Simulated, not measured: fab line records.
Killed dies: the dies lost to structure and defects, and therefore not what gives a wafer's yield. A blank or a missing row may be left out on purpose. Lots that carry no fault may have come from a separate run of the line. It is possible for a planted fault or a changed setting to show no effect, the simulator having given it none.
Chamber matching | flow n5Finfet | N5_MOL_CONTACT_COAG_CONTACT_ETCH_14 on rieDiel-03: 4 sister chambers
The step etches SiO2 in C4F6/O2, target depth 27.5 nm, overetch 8.5 nm, time 20 s. 18 wafers are shown with their chamber, then 9 later ones without.

WAFERS WITH THEIR CHAMBER
wafer  | chamber | showerheadPlenumPTorr (Torr) | throttleValvePct (%) | drypumpMotorCurrentA (A)
L075.1 | 0       | 2.82                         | 21.30                | 6.0
L075.2 | 2       | 2.95                         | 21.46                | 6.7
L075.6 | 0       | 2.82                         | 21.31                | 6.0
L076.3 | 2       | 2.95                         | 21.48                | 6.8
L076.4 | 0       | 2.82                         | 21.30                | 6.0
L076.6 | 2       | 2.95                         | 21.47                | 6.7
L078.2 | 0       | 2.82                         | 21.29                | 6.0
L078.3 | 2       | 2.95                         | 21.46                | 6.7
L078.6 | 2       | 2.95                         | 21.46                | 6.7
L080.2 | 1       | 2.93                         | 21.00                | 6.5
L080.4 | 0       | 2.81                         | 21.32                | 6.0
L080.5 | 3       | 2.97                         | 21.82                | 5.6
L081.1 | 3       | 2.97                         | 21.80                | 5.6
L081.2 | 2       | 2.95                         | 21.48                | 6.7
L081.6 | 1       | 2.93                         | 21.00                | 6.5
L082.1 | 1       | 2.93                         | 21.00                | 6.4
L082.3 | 3       | 2.97                         | 21.81                | 5.6
L082.4 | 0       | 2.81                         | 21.32                | 6.0

SIGNATURES (means of the wafers above)
reading               | chamber 0 | chamber 1 | chamber 2 | chamber 3 | scatter within a chamber
showerheadPlenumPTorr | 2.8167    | 2.9300    | 2.9500    | 2.9700    | 0.00309
throttleValvePct      | 21.3067   | 21.0000   | 21.4683   | 21.8100   | 0.0101
drypumpMotorCurrentA  | 6.000     | 6.467     | 6.717     | 5.600     | 0.0327
Rule: a wafer lies at a distance from a chamber equal to the root of the sum of squares, over the readings, of (its reading less the chamber's mean, divided by the reading's scatter). The wafer belongs to the nearest chamber; if the next one is less than 2 further off, it can't be placed. The scatter: take each reading less its chamber's mean, square it, sum over the shown wafers, divide by the number of wafers less the number of chambers, and take the root.

WAFERS WHOSE CHAMBER IS MISSING
wafer  | showerheadPlenumPTorr (Torr) | throttleValvePct (%) | drypumpMotorCurrentA (A)
L083.2 | 2.81                         | 21.33                | 6.0
L083.3 | 2.97                         | 21.81                | 5.6
L083.6 | 2.97                         | 21.80                | 5.6
L086.2 | 2.96                         | 21.82                | 5.6
L086.4 | 2.93                         | 21.02                | 6.5
L086.5 | 2.93                         | 21.01                | 6.5
L096.2 | 2.92                         | 21.04                | 6.5
L096.5 | 2.96                         | 21.85                | 5.6
L096.6 | 2.80                         | 21.38                | 6.0

WHICH CHAMBER EACH WENT THROUGH
wafer  | from the rows above | in truth
L083.2 | 0                   | 0
L083.3 | 3                   | 3
L083.6 | 3                   | 3
L086.2 | 3                   | 3
L086.4 | 1                   | 1
L086.5 | 1                   | 1
L096.2 | 1                   | 1
L096.5 | 3                   | 3
L096.6 | 0                   | 0
Correctly placed: 9 of 9. From these rows, 0 cannot be placed. Wrongly placed: 0.
